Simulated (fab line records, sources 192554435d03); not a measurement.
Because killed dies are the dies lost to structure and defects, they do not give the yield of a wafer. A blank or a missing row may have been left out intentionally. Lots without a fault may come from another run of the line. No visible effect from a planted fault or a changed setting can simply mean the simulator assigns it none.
Matching of chambers	flow n5-finfet	4 sister chambers for N5_BEOL_M13_CMP_49 on cmp-04
The step polishes, stops on SiOC, t overpolish 17.1 s, target thk 420 nm. 4 wafers are shown with their chamber, then 10 later ones without.

## WAFERS, EACH WITH ITS CHAMBER
wafer	chamber	motor-current-A (A)
L079.3	0	5.1
L078.5	1	6.4
L083.3	3	7.1
L083.5	2	5.1

## WAFERS WITHOUT THEIR CHAMBER
wafer	motor-current-A (A)
L083.6	5.9
L086.2	7.5
L086.3	5.2
L086.6	6.7
L085.2	5.2
L085.3	5.8
L085.5	5.3
L096.1	6.0
L096.3	5.4
L096.5	6.7

## WHICH CHAMBER EACH WENT THROUGH
wafer	from the rows above	in truth
L083.6	can't be placed: 1 or 0 or 2 or 3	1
L086.2	can't be placed: 3 or 1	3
L086.3	can't be placed: 0 or 2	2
L086.6	can't be placed: 1 or 3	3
L085.2	can't be placed: 0 or 2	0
L085.3	can't be placed: 1 or 0 or 2 or 3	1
L085.5	can't be placed: 0 or 2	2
L096.1	can't be placed: 1 or 0 or 2 or 3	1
L096.3	can't be placed: 0 or 2 or 1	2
L096.5	can't be placed: 1 or 3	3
Correct placement for 0 of the 10. Cannot be placed on the basis of these rows: 10; the candidates contain the true chamber in 10. 0 placed wrongly.
How it was worked out, from the rows above alone: a wafer's distance from a chamber is the root of the sum, over the readings, of the square of ((its reading less the chamber's mean) divided by the reading's scatter). If the next closest chamber is less than 2 further off than the closest, the wafer can't be placed; otherwise it belongs to the closest. A chamber's mean is the mean of its shown wafers. The scatter: with one shown wafer a chamber, the root of the mean of the squares of how far each hidden wafer lies from its nearest shown one.
